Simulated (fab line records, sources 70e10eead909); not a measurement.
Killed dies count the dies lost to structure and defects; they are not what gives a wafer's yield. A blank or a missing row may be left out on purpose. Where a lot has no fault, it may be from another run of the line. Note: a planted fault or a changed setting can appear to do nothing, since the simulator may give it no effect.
A sampling plan put to the test + flow nandHarc + 36 faults told of in these records, all on one fab line, each judged by the records of the lots it struck
Plan = the line's own looks (route steps where a gauge or an inspection reads the wafer without altering it). Where struck wafers have a number at a look and the file lists that look's usual mean and standard deviation on fault-free wafers, the look can be judged. Caught: a look later than the fault's first step finds the struck wafers' mean 4 or more of those standard deviations (sigma) from the usual mean. On the tool: here the same test is run on the tool's own readings at the fault's steps. If the struck wafers alone have a blank record, or they carry another recipe, that too counts as caught.

## THE FAULTS, as the simulator had put them in
1. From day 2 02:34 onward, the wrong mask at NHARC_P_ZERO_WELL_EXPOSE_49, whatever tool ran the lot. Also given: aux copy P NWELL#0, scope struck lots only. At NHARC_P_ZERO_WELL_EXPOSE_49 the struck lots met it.
2. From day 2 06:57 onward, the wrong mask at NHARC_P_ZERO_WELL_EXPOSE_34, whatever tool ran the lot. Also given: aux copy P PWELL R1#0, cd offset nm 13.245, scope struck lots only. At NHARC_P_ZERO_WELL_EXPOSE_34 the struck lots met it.
3. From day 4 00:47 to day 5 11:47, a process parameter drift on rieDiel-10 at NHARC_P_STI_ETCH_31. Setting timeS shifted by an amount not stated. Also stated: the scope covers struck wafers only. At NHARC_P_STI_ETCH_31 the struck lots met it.
4. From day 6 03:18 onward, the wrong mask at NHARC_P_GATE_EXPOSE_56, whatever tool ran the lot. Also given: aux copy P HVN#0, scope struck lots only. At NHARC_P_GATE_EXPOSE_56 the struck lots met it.
5. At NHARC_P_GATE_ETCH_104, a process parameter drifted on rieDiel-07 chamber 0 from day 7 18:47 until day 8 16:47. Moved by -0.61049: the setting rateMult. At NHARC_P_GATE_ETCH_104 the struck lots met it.
6. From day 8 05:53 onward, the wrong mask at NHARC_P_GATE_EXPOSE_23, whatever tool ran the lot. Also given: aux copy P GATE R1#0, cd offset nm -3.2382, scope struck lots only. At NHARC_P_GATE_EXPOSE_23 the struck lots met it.
7. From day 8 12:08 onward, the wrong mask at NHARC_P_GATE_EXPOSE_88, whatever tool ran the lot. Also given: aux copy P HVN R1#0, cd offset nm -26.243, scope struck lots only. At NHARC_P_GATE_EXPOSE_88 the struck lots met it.
8. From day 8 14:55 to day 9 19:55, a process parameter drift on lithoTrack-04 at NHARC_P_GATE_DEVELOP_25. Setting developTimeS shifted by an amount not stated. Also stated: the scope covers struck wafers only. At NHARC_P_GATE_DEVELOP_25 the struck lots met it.
9. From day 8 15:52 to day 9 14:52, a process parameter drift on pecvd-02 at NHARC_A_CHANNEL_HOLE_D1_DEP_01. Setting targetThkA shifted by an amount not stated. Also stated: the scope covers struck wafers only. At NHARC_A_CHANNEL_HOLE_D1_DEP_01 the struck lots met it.
10. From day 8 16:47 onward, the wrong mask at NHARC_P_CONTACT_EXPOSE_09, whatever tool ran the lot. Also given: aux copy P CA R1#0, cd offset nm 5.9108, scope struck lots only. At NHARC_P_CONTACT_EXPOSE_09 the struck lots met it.
11. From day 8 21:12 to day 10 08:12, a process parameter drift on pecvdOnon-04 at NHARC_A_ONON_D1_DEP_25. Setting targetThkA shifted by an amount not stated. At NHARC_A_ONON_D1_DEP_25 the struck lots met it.
12. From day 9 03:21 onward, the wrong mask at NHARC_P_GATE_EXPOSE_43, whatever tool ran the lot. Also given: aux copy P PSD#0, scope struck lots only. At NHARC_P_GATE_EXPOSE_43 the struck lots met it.
13. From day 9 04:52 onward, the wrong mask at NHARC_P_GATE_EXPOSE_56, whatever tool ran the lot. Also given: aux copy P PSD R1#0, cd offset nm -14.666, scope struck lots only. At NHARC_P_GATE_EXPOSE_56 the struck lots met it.
14. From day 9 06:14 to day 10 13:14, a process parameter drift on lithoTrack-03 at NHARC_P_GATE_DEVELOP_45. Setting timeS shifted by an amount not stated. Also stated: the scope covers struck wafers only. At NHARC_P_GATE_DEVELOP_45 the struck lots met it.
15. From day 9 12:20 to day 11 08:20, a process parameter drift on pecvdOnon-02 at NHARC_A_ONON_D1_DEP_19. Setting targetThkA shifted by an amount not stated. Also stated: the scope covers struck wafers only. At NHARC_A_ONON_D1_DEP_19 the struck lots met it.
16. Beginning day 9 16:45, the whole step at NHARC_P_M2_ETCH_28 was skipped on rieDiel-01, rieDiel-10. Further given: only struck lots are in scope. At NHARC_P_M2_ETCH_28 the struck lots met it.
17. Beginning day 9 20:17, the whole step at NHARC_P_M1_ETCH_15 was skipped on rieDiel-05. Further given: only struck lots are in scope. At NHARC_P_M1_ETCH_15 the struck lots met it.
18. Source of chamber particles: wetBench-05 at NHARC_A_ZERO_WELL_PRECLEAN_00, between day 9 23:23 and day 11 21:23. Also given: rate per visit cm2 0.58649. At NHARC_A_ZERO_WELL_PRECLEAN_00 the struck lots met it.
19. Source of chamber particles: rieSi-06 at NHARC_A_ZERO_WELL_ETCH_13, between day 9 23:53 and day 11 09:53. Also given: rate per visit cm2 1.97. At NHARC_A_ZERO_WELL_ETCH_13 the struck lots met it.
20. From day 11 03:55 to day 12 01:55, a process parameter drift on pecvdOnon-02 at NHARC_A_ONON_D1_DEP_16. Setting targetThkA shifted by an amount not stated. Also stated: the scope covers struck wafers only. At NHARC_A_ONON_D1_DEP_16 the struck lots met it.
21. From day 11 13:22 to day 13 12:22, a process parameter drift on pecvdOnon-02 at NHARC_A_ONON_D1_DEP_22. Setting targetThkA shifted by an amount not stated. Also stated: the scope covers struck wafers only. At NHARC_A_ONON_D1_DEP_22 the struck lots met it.
22. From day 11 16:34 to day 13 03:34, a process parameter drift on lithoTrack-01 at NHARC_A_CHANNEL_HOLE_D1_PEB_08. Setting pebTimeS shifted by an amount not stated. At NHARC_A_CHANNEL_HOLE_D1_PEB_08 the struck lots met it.
23. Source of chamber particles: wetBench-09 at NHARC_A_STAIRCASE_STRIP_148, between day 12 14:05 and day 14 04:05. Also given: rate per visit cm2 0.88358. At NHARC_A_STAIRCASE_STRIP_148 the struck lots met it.
24. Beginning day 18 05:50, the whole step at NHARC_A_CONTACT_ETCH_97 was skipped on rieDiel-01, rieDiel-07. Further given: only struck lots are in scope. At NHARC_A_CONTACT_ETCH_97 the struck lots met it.
25. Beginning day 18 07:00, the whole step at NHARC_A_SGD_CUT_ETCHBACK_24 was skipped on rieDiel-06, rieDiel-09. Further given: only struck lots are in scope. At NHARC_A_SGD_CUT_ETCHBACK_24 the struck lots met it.
26. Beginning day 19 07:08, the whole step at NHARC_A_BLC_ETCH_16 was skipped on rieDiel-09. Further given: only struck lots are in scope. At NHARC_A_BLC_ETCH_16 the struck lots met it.
27. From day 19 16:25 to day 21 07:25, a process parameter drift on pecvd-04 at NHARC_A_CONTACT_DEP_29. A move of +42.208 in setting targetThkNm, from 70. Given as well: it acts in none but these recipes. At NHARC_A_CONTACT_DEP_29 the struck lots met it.
28. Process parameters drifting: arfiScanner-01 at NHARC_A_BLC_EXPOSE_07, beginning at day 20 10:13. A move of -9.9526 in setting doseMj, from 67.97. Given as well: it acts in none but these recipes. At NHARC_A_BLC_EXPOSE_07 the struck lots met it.
29. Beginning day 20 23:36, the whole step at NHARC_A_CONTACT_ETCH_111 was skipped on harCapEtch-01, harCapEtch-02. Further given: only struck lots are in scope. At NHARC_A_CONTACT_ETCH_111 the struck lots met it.
30. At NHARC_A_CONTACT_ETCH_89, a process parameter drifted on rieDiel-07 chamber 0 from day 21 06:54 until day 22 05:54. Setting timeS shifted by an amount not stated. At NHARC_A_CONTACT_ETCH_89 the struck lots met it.
31. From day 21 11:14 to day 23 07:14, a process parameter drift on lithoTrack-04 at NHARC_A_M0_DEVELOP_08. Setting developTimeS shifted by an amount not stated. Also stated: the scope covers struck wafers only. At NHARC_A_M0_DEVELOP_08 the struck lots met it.
32. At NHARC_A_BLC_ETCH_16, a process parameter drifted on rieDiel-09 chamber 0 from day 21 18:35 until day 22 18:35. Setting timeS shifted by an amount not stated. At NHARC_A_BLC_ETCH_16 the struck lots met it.
33. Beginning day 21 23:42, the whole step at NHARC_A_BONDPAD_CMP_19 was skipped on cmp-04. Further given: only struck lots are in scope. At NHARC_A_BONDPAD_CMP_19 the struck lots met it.
34. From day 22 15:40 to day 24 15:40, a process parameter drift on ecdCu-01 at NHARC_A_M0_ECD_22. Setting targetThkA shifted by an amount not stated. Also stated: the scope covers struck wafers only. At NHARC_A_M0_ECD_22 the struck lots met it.
35. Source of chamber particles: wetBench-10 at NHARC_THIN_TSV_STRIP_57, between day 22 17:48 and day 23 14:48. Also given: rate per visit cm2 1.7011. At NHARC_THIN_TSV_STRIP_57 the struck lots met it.
36. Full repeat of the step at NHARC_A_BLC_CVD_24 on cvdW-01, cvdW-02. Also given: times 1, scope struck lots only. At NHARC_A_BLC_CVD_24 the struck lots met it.

## WHAT THE PLAN SAW
| fault | on the tool itself                               | first look that catches it                      | reading, sigma                                   | median hours from its first step to that look | hours from the fault's start to the first struck lot there | judged looks passed uncaught |
|-------|--------------------------------------------------|-------------------------------------------------|--------------------------------------------------|-----------------------------------------------|------------------------------------------------------------|------------------------------|
| 1     | no reading that can be judged                    | NHARC_END_SORT_01                               | killedAtPeriphery +99 or beyond                  | 428.4                                         | 431                                                        | 0                            |
| 2     | no reading that can be judged                    | NHARC_P_ZERO_WELL_CD_MEAS_37                    | cdNm +8.3                                        | 0.1                                           | 3                                                          | 0                            |
| 3     | runLengthS -28 sigma                             | NHARC_END_SORT_01                               | killedAtPeriphery +99 or beyond                  | 411.8                                         | 443                                                        | 0                            |
| 4     | no reading that can be judged                    | NHARC_END_SORT_01                               | killedAtPeriphery +99 or beyond                  | 337.2                                         | 337                                                        | 0                            |
| 5     | oesProductAu -14 sigma                           | NHARC_END_SORT_01                               | killedAtPeriphery +99 or beyond                  | 353.9                                         | 362                                                        | 0                            |
| 6     | no reading that can be judged                    | NHARC_P_GATE_CD_MEAS_26                         | cdNm -5.5                                        | 0.1                                           | 9                                                          | 0                            |
| 7     | no reading that can be judged                    | NHARC_P_GATE_CD_MEAS_91                         | cdNm -18                                         | 0.2                                           | 0                                                          | 0                            |
| 8     | no reading that can be judged                    | not the one look that can be judged after it    | strongest: cdNm at NHARC_P_GATE_CD_MEAS_26, -3.6 | -                                             | -                                                          | 1                            |
| 9     | under 2 sigma                                    | NHARC_END_SORT_01                               | killedAtArray +50                                | 263.4                                         | 276                                                        | 0                            |
| 10    | under 2 sigma                                    | NHARC_P_CONTACT_CD_MEAS_12                      | cdNm +8.4                                        | 0.2                                           | 0                                                          | 0                            |
| 11    | no reading that can be judged                    | NHARC_A_ONON_D1_THK_MEAS_27                     | thkNm -31                                        | 0.4                                           | 4                                                          | 0                            |
| 12    | no reading that can be judged                    | NHARC_END_SORT_01                               | killedAtPeriphery +99 or beyond                  | 337.9                                         | 337                                                        | 0                            |
| 13    | under 2 sigma                                    | NHARC_P_GATE_CD_MEAS_59                         | cdNm -10                                         | 0.2                                           | 1                                                          | 0                            |
| 14    | no reading that can be judged                    | NHARC_END_SORT_01                               | killedAtPeriphery +99 or beyond                  | 351.3                                         | 357                                                        | 0                            |
| 15    | no reading that can be judged                    | NHARC_A_ONON_D1_THK_MEAS_21                     | thkNm -39                                        | 0.5                                           | 13                                                         | 0                            |
| 16    | the tool's record is blank for the struck wafers | NHARC_END_SORT_01                               | killedAtPeriphery +99 or beyond                  | 328.9                                         | 336                                                        | 0                            |
| 17    | the tool's record is blank for the struck wafers | NHARC_END_SORT_01                               | killedAtPeriphery +99 or beyond                  | 327.1                                         | 320                                                        | 0                            |
| 18    | no reading that can be judged                    | NHARC_A_ZERO_WELL_INSPECT_17                    | rawDefectCount +60                               | 2.2                                           | 11                                                         | 0                            |
| 19    | under 2 sigma                                    | NHARC_A_ZERO_WELL_INSPECT_17                    | rawDefectCount +99 or beyond                     | 1.1                                           | 11                                                         | 0                            |
| 20    | no reading that can be judged                    | NHARC_A_ONON_D1_THK_MEAS_18                     | thkNm -57                                        | 0.3                                           | 14                                                         | 0                            |
| 21    | under 2 sigma                                    | NHARC_A_ONON_D1_THK_MEAS_24                     | thkNm +99 or beyond                              | 0.5                                           | 6                                                          | 0                            |
| 22    | no reading that can be judged                    | NHARC_A_CHANNEL_HOLE_D1_CD_MEAS_10              | cdNm +10                                         | 0.1                                           | 8                                                          | 0                            |
| 23    | under 2 sigma                                    | NHARC_END_SORT_01                               | killedAtArray +5.4                               | 205.6                                         | 213                                                        | 1                            |
| 24    | the tool's record is blank for the struck wafers | NHARC_END_SORT_01                               | killedAtArray +58                                | 59.1                                          | 62                                                         | 0                            |
| 25    | the tool's record is blank for the struck wafers | NHARC_END_SORT_01                               | killedDies +58                                   | 118.8                                         | 118                                                        | 0                            |
| 26    | the tool's record is blank for the struck wafers | NHARC_END_SORT_01                               | killedAtArray +58                                | 44.5                                          | 51                                                         | 0                            |
| 27    | under 2 sigma                                    | NHARC_END_SORT_01                               | killedAtArray +58                                | 71.9                                          | 67                                                         | 0                            |
| 28    | exposureDoseMJCm2 -99 or beyond sigma            | NHARC_A_BLC_CD_MEAS_10                          | cdNm -12                                         | 0.1                                           | 4                                                          | 0                            |
| 29    | the tool's record is blank for the struck wafers | NHARC_END_SORT_01                               | killedDies +58                                   | 71.9                                          | 78                                                         | 0                            |
| 30    | runLengthS -99 or beyond sigma                   | NHARC_END_SORT_01                               | killedDies +14                                   | 62.1                                          | 67                                                         | 0                            |
| 31    | no reading that can be judged                    | none of the 3 looks that can be judged after it | strongest: cdNm at NHARC_A_M0_CD_MEAS_09, -3.9   | -                                             | -                                                          | 3                            |
| 32    | runLengthS -34 sigma                             | NHARC_END_SORT_01                               | killedDies +35                                   | 51.4                                          | 55                                                         | 0                            |
| 33    | the tool's record is blank for the struck wafers | NHARC_A_BONDPAD_THK_MEAS_20                     | thkNm +99 or beyond                              | 0.3                                           | 12                                                         | 0                            |
| 34    | under 2 sigma                                    | no look after it can be judged                  | -                                                | -                                             | -                                                          | 0                            |
| 35    | under 2 sigma                                    | NHARC_THIN_TSV_INSPECT_40                       | rawDefectCount +13                               | 4.0                                           | 19                                                         | 0                            |
| 36    | under 2 sigma                                    | no look after it can be judged                  | -                                                | -                                             | -                                                          | 0                            |
A dash: this means the fault isn't caught or the number doesn't appear in these records.

Caught at a look: 32 of 36. Caught on the tool: 12 of 36. By one or the other: 32 of 36.
Caught at a look alone: faults 1, 2, 4, 6, 7, 9, 10, 11, 12, 13, 14, 15, 18, 19, 20, 21, 22, 23, 27, 35.
Caught by neither: faults 8, 31, 34, 36.

## THINNER SAMPLING
Were the look that catches a fault to measure just every second or every third lot (counted by lot number), the first struck lot would, at worst, be measured this late:
| fault | struck lots at that look, in order of time | every lot | every second lot | every third lot |
|-------|--------------------------------------------|-----------|------------------|-----------------|
| 1     | L321                                       | 431 h     | may miss it      | may miss it     |
| 2     | L785                                       | 3 h       | may miss it      | may miss it     |
| 3     | L618                                       | 443 h     | may miss it      | may miss it     |
| 4     | L177                                       | 337 h     | may miss it      | may miss it     |
| 5     | L697, L698                                 | 362 h     | 370 h            | may miss all 2  |
| 6     | L944                                       | 9 h       | may miss it      | may miss it     |
| 7     | L337                                       | 0 h       | may miss it      | may miss it     |
| 9     | L846                                       | 276 h     | may miss it      | may miss it     |
| 10    | L779                                       | 0 h       | may miss it      | may miss it     |
| 11    | L977, L980                                 | 4 h       | 29 h             | may miss all 2  |
| 12    | L909                                       | 337 h     | may miss it      | may miss it     |
| 13    | L202                                       | 1 h       | may miss it      | may miss it     |
| 14    | L171, L174                                 | 357 h     | 373 h            | may miss all 2  |
| 15    | L392, L394, L395                           | 13 h      | 38 h             | may miss all 3  |
| 16    | L453, L454                                 | 336 h     | 336 h            | may miss all 2  |
| 17    | L670, L672                                 | 320 h     | may miss all 2   | may miss all 2  |
| 18    | L714, L719                                 | 11 h      | 39 h             | may miss all 2  |
| 19    | L322, L320                                 | 11 h      | may miss all 2   | may miss all 2  |
| 20    | L150, L152                                 | 14 h      | may miss all 2   | may miss all 2  |
| 21    | L374, L377                                 | 6 h       | 20 h             | may miss all 2  |
| 22    | L925, L924                                 | 8 h       | 8 h              | may miss all 2  |
| 23    | L754, L756                                 | 213 h     | may miss all 2   | may miss all 2  |
| 24    | L543, L540, L544                           | 62 h      | 67 h             | may miss all 3  |
| 25    | L654, L650                                 | 118 h     | may miss all 2   | may miss all 2  |
| 26    | L366, L365, L368                           | 51 h      | 52 h             | may miss all 3  |
| 27    | L634, L637, L638                           | 67 h      | 75 h             | may miss all 3  |
| 28    | L831, L830, L835                           | 4 h       | 5 h              | 27 h            |
| 29    | L772, L773, L775                           | 78 h      | 88 h             | may miss all 3  |
| 30    | L357, L359                                 | 67 h      | may miss all 2   | may miss all 2  |
| 32    | L977, L979                                 | 55 h      | may miss all 2   | may miss all 2  |
| 33    | L800                                       | 12 h      | may miss it      | may miss it     |
| 35    | L388, L389                                 | 19 h      | 19 h             | may miss all 2  |
The hour figures run from when the fault began to the first measured lot among those it struck. The test against the limit of 4 sigma pooled every struck wafer, which means one lot taken alone may stay below that limit. Other struck lots may not be in these records.

## THE LONGEST TIMED WAY FROM STEP TO LOOK
For fault 1, NHARC_P_ZERO_WELL_EXPOSE_49 and NHARC_END_SORT_01 are separated by a median of 428.4 hours. No look between them can be judged.
